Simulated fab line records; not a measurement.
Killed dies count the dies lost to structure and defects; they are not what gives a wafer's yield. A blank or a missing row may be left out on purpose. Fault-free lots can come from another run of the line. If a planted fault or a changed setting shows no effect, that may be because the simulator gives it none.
Chamber matching -- flow n5-finfet -- N5_BEOL_M2_ILD_DEP_00 on pecvd-01 has 3 sister chambers
The step deposits SiOC from DEMS/O2, target thk 79 nm, time 15.3 s. 3 wafers are shown with their chamber, then 8 later ones without.

## WAFERS PAIRED WITH THEIR CHAMBERS
wafer,chamber,heater-power-w (W)
L086.1,1,399
L086.6,0,471
L093.1,2,659

## WAFERS WITH NO CHAMBER GIVEN
wafer,heater-power-w (W)
L093.3,446
L093.5,640
L095.1,435
L095.2,613
L095.4,438
L097.4,543
L097.5,417
L097.6,375

## WHICH CHAMBER EACH ONE RAN IN
wafer,from the rows above,in truth
L093.3,can't be placed: 0 or 1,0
L093.5,2,2
L095.1,can't be placed: 0 or 1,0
L095.2,2,2
L095.4,can't be placed: 0 or 1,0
L097.4,can't be placed: 0 or 2 or 1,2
L097.5,can't be placed: 1 or 0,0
L097.6,can't be placed: 1 or 0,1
Correct placement for 2 of the 8. These rows do not allow placing 6 (true chamber among the candidates in 6). Placed wrongly: 0.
How it was worked out, from the rows above alone: a wafer's distance from a chamber is the root of the sum, over the readings, of the square of ((its reading less the chamber's mean) divided by the reading's scatter). The wafer belongs to the nearest chamber; if the next one is less than 2 further off, it can't be placed. A chamber's mean is the mean of its shown wafers. The scatter: with one shown wafer a chamber, the root of the mean of the squares of how far each hidden wafer lies from its nearest shown one.
